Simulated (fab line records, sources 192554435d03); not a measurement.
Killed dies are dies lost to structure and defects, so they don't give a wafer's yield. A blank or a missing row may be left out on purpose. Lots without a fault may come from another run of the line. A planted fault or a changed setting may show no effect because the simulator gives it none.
fab line records | flow n5_finfet
record lots=7 wafers=39
route steps=1938 shown BEOL_M15@1809 PASSIVATION@1916
start_h: hours from the record's first day to the start of the lot's first wafer shown | wait_h: hours since the lot's step before | " the same as in the row above | L1.1+2: a row that stands for several wafers | - no value, or no start given | * or withheld: withheld | < > ~ a bound
route shown NAME@n: a module of which the file shows steps, and the number in the route of the first | usual: mean/standard deviation of fault-free wafers | same: alike in all rows | chamber/n: place in a boat | sites: the reading at each site | _std_site: their standard deviation | _edge_site: outer sites' mean less inner sites' | radius_mm: how far each site lies from the wafer's centre | mask NAME#n: copy n | behind: the tool/chamber that last shaped the wafer | hold: why the lot was held/for how many hours/how that ended | device: the transistor (n, p or np) that didn't switch | end of line: the same wafers' tests at the end of the route | a step without rows: its recipe alone | killed: dies lost to structure and defects at the first sort, not the wafer's yield | map: a wafer's dies, x killed, . not, _ none there
set.NAME: the setting as run; set.NAME@STEP: as run at that earlier step | model.NAME: the simulator's own value behind a step, which no gauge read
lots whose settings were changed on purpose; a table a step, a row a wafer
## steps
# step N5_BEOL_M15_TRENCH_ETCH_34
# recipe chemistry=C4F8/O2/Ar target=SiO2 target_depth_a=8729.3 he_inner_torr=15 he_outer_torr=30 time_s=199 ion_energy_ev=800 pressure_mtorr=20 source_w=1905 bias_w=2040 Ar_flow_sccm=400 C4F8_flow_sccm=16 O2_flow_sccm=12
# columns lot.wafer tool chamber start_h wait_h set.time_s model.etch.depth_nm model.coat_of_BEOL_M15_COAT_22.thk_nm
L075.1 rie_diel-01 0 231.76 0.0 316.2 1429 439.4
L075.2 " 2 " " 316.2 1342 449
L075.3 " 3 " " 199 862.3 547
L075.4 " 0 " " 199 885.5 545.6
L075.5 " 3 " " 199 862.9 544.6
L075.6 " 2 " " 316.2 1342 447
L074.1 rie_diel-02 3 252.53 0.0 244.2 1089 493
L074.2 " 1 " " 244.2 1108 492.2
L074.3 " 2 " " 199 893.2 536.6
L074.4 " 0 " " 199 856.2 546.8
L074.5 " 3 " " 244.2 1101 493.6
L074.6 " 2 " " 199 891.7 540
L077.1 rie_diel-06 2 273.66 0.0 199 878.9 542.2
L077.2 " 3 " " 263.6 1155 485.4
L077.3 " 1 " " 199 856.6 545.2
L077.4 " 3 " " 263.6 1154 484.4
L077.5 " 2 " " 263.6 1163 485
L077.6 " 1 " " 199 848.5 547.2
L082.1 rie_diel-06 0 297.39 0.0 199 877.9 547
L082.4 " 1 " " 199 868.5 547.6
L082.5 " 0 " " 199 877.5 544.4
L084.1 rie_diel-01 2 297.59 0.0 199 847.7 547.8
L084.2 " 3 " " 90.3 391.3 639
L084.3 " 0 " " 90.3 408.8 636.2
L084.4 " 1 " " 199 894.1 535.2
L084.5 " 3 " " 90.3 390.8 639.2
L084.6 " 2 " " 199 854.2 547.4
L088.1 rie_diel-02 3 333.48 0.0 153.5 675.5 581.4
L088.2 " 0 " " 199 879 543.8
L088.3 " 1 " " 199 900.3 536.6
L088.4 " 2 " " 153.5 681.4 579.6
L088.5 " 3 " " 199 888 537
L088.6 " 2 " " 153.5 681 577.4
L095.1 rie_diel-01 2 379.35 0.0 199 846.7 546.2
L095.2 " 3 " " 264.5 1135 490.4
L095.3 " 1 " " 199 879.1 536.6
L095.4 " 3 " " 264.5 1139 492
L095.5 " 2 " " 199 841.3 546
L095.6 " 1 " " 264.5 1167 475.4
# step N5_BEOL_M15_STRIP_36
# recipe chemistry=O2 power_w=600 temp_c=60 pressure_mtorr=30 rf_frequency_hz=6e+07 bias_power_w=0 overash_fraction=0.3 o2_flow_sccm=225
# step N5_BEOL_M15_ECD_47
# recipe material=Cu target_thk_a=18600
# step N5_BEOL_M15_ANNEAL_48
# recipe temp_c=225 time_s=90 ambient=N2
# step N5_BEOL_M15_CMP_49
# recipe stop_on=SiO2 t_overpolish_s=4.9 down_force_psi=2 platen_rpm=80 clearing_platen_down_force_psi=2 clearing_platen_rpm=80 post_cmp_clean=cu_alkaline target_thk_nm=850 clearing_platen_pad_velocity_m_s=1.5917 pad_velocity_m_s=1.5917
# columns lot.wafer tool chamber start_h wait_h set.time_s@BEOL_M15_TRENCH_ETCH_34 model.Cu_of_BEOL_M15_ECD_47.thk_nm
L075.1 cmp-01 2 234.84 0.3 316.2 1406
L075.3 " 3 " " 199 840
L075.2 " 0 " " 316.2 1320
L075.4 " 1 " " 199 864.6
L075.6 " 2 " " 316.2 1318
L075.5 " 3 " " 199 839.8
L074.3 cmp-04 3 255.97 0.2 199 870.6
L074.2 " 0 " " 244.2 1086
L074.1 " 1 " " 244.2 1068
L074.4 " 2 " " 199 834
L074.6 " 3 " " 199 869.2
L074.5 " 0 " " 244.2 1079
L077.3 cmp-04 0 278.12 0.2 199 833.4
L077.4 " 1 " " 263.6 1132
L077.1 " 2 " " 199 857
L077.2 " 3 " " 263.6 1133
L077.5 " 0 " " 263.6 1141
L077.6 " 1 " " 199 826
L082.4 cmp-03 3 300.08 0.2 199 844.6
L082.1 " 1 " " 199 855.4
L082.5 " 3 " " 199 853.8
L084.1 cmp-04 2 301.48 0.3 199 824.6
L084.4 " 3 " " 199 872.8
L084.2 " 0 " " 90.3 368.4
L084.3 " 1 " " 90.3 387
L084.5 " 2 " " 90.3 368.8
L084.6 " 3 " " 199 830.4
L088.3 cmp-04 1 335.76 0.3 199 877.6
L088.1 " 2 " " 153.5 652.4
L088.4 " 3 " " 153.5 657.4
L088.2 " 0 " " 199 855.2
L088.6 " 1 " " 153.5 658.4
L088.5 " 2 " " 199 864.8
L095.1 cmp-03 3 382.95 0.3 199 823.6
L095.4 " 0 " " 264.5 1116
L095.3 " 1 " " 199 856.6
L095.2 " 2 " " 264.5 1112
L095.6 " 3 " " 264.5 1143
L095.5 " 0 " " 199 818.6
# step N5_BEOL_M15_THK_MEAS_50
# recipe thk_meas_gauge=xrf reads=Cu_of_BEOL_M15_ECD_47
# usual M15_THK=847/17
# columns lot.wafer tool chamber start_h wait_h set.time_s@BEOL_M15_TRENCH_ETCH_34 M15_THK[nm]
L075.1 film_metro-02 - 235.13 - 316.2 1392
L075.2 " - " " 316.2 1304
L075.3 " - " " 199 832
L075.4 " - " " 199 858
L075.5 " - " " 199 831
L075.6 " - " " 316.2 1300
L074.1 film_metro-02 - 256.27 - 244.2 1054
L074.2 " - " " 244.2 1076
L074.3 " - " " 199 862
L074.4 " - " " 199 824
L074.5 " - " " 244.2 1067
L074.6 " - " " 199 863
L077.1 film_metro-01 - 278.41 - 199 855
L077.2 " - " " 263.6 1129
L077.3 " - " " 199 829
L077.4 " - " " 263.6 1125
L077.5 " - " " 263.6 1132
L077.6 " - " " 199 821
L082.1 film_metro-01 - 300.34 - 199 854
L082.4 " - " " 199 842
L082.5 " - " " 199 855
L084.1 film_metro-01 - 301.78 - 199 817
L084.2 " - " " 90.3 365
L084.3 " - " " 90.3 384
L084.4 " - " " 199 871
L084.5 " - " " 90.3 368
L084.6 " - " " 199 824
L088.1 film_metro-01 - 336.06 - 153.5 651
L088.2 " - " " 199 851
L088.3 " - " " 199 876
L088.4 " - " " 153.5 651
L088.5 " - " " 199 859
L088.6 " - " " 153.5 655
L095.1 film_metro-02 - 383.24 - 199 810
L095.2 " - " " 264.5 1095
L095.3 " - " " 199 845
L095.4 " - " " 264.5 1099
L095.5 " - " " 199 810
L095.6 " - " " 264.5 1130
# step N5_BEOL_M15_PRE_CLEAN_52
# recipe gas=NH3 time_s=15 temp_c=withheld rf_power_w=300
# step N5_BEOL_M15_DEP_53
# recipe material=SiCN target_thk_a=500 temp_c=withheld precursor=3MS/NH3 pressure_torr=3 rf_w=675 time_s=17.8
# step N5_BEOL_M15_RS_MEAS_54
# recipe thk_meas_gauge=four-point-probe reads=Cu_of_BEOL_M15_ECD_47+Ta_of_BEOL_M15_SPUTTER_44+TaN_of_BEOL_M15_SPUTTER_43
# usual M15_RS=0.0215/0.00042
# columns lot.wafer tool chamber start_h wait_h set.time_s@BEOL_M15_TRENCH_ETCH_34 M15_RS[ohm/sq]
L075.1 film_metro-01 - 235.26 0.0 316.2 0.0129
L075.2 " - " " 316.2 0.0138
L075.3 " - " " 199 0.0218
L075.4 " - " " 199 0.0212
L075.5 " - " " 199 0.0218
L075.6 " - " " 316.2 0.0138
L074.1 film_metro-01 - 256.43 0.1 244.2 0.0171
L074.2 " - " " 244.2 0.0168
L074.3 " - " " 199 0.0210
L074.4 " - " " 199 0.0220
L074.5 " - " " 244.2 0.0169
L074.6 " - " " 199 0.0211
L077.1 film_metro-01 - 278.54 0.0 199 0.0214
L077.2 " - " " 263.6 0.0161
L077.3 " - " " 199 0.0220
L077.4 " - " " 263.6 0.0161
L077.5 " - " " 263.6 0.0160
L077.6 " - " " 199 0.0223
L082.1 film_metro-02 - 300.46 0.0 199 0.0214
L082.4 " - " " 199 0.0218
L082.5 " - " " 199 0.0215
L084.1 film_metro-01 - 301.90 0.0 199 0.0223
L084.2 " - " " 90.3 0.0508
L084.3 " - " " 90.3 0.0483
L084.4 " - " " 199 0.0210
L084.5 " - " " 90.3 0.0507
L084.6 " - " " 199 0.0221
L088.1 film_metro-01 - 336.18 0.0 153.5 0.0282
L088.2 " - " " 199 0.0214
L088.3 " - " " 199 0.0209
L088.4 " - " " 153.5 0.0281
L088.5 " - " " 199 0.0212
L088.6 " - " " 153.5 0.0279
L095.1 film_metro-02 - 383.37 0.0 199 0.0223
L095.2 " - " " 264.5 0.0164
L095.3 " - " " 199 0.0214
L095.4 " - " " 264.5 0.0164
L095.5 " - " " 199 0.0225
L095.6 " - " " 264.5 0.0160
# step N5_PASSIVATION_PECVD_35
# recipe material=SiNx target_thk_a=7000 temp_c=400 precursor=SiH4/NH3/N2 pressure_torr=4.9 rf_w=1406 time_s=151.3
# columns lot.wafer tool chamber start_h wait_h set.time_s model.SiNx_of_PASSIVATION_PECVD_35.thk_nm
L075.1 pecvd-03 1 246.31 0.1 151.3 677.8
L075.2 " 2 " " 79.27 358.2
L075.3 " 2 " " 79.27 363.6
L075.4 " 1 " " 151.3 690.6
L075.5 " 2 " " 151.3 687.6
L075.6 " 1 " " 79.27 357
L074.1 pecvd-01 2 270.41 0.1 151.3 706.2
L074.2 " 1 " " 62.36 295.2
L074.3 " 0 " " 62.36 298
L074.4 " 0 " " 62.36 305.8
L074.5 " 2 " " 151.3 699.2
L074.6 " 1 " " 151.3 716.2
L077.1 pecvd-03 1 288.51 0.1 151.3 692.2
L077.2 " 2 " " 151.3 686.2
L077.3 " 1 " " 240 1105
L077.4 " 2 " " 151.3 706.8
L077.5 " 2 " " 240 1123
L077.6 " 1 " " 240 1119
L084.1 pecvd-04 0 315.23 0.1 151.3 688.6
L084.2 " 1 " " 121.6 553.2
L084.3 " 2 " " 121.6 548.4
L084.4 " 1 " " 151.3 715
L084.5 " 2 " " 151.3 705.2
L084.6 " 0 " " 121.6 563.6
L082.1 pecvd-04 2 315.49 0.1 151.3 701.8
L082.4 " 1 " " 151.3 707.2
L082.5 " 0 " " 151.3 713.6
L088.1 pecvd-01 0 344.46 0.1 151.3 690.2
L088.2 " 1 " " 151.3 684.4
L088.3 " 2 " " 151.3 692
L088.4 " 2 " " 151.3 707.6
L088.5 " 1 " " 151.3 699
L088.6 " 0 " " 151.3 709.6
L095.1 pecvd-03 2 394.62 0.1 151.3 691.2
L095.2 " 1 " " 151.3 693.2
L095.3 " 0 " " 151.3 700.6
L095.4 " 1 " " 151.3 698.6
L095.5 " 2 " " 151.3 700.4
L095.6 " 0 " " 151.3 712.2
## key
split step=N5_BEOL_M15_TRENCH_ETCH_34 setting=time_s stated=199 by=wafer
response step=N5_BEOL_M15_TRENCH_ETCH_34 reading=model.etch.depth_nm change=+8.73 per=1% r=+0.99
response step=N5_BEOL_M15_TRENCH_ETCH_34 reading=model.coat_of_BEOL_M15_COAT_22.thk_nm change=-1.76 per=1% r=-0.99
response step=N5_BEOL_M15_CMP_49 reading=model.Cu_of_BEOL_M15_ECD_47.thk_nm change=+8.72 per=1% r=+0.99
response step=N5_BEOL_M15_THK_MEAS_50 reading=M15_THK change=+8.62 per=1% r=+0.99
response step=N5_BEOL_M15_RS_MEAS_54 reading=M15_RS shape=bent at_lowest=0.0500 at_stated=0.0216 at_highest=0.0135
split step=N5_PASSIVATION_PECVD_35 setting=time_s stated=151.3 by=wafer
response step=N5_PASSIVATION_PECVD_35 reading=model.SiNx_of_PASSIVATION_PECVD_35.thk_nm change=+7.02 per=1% r=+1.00
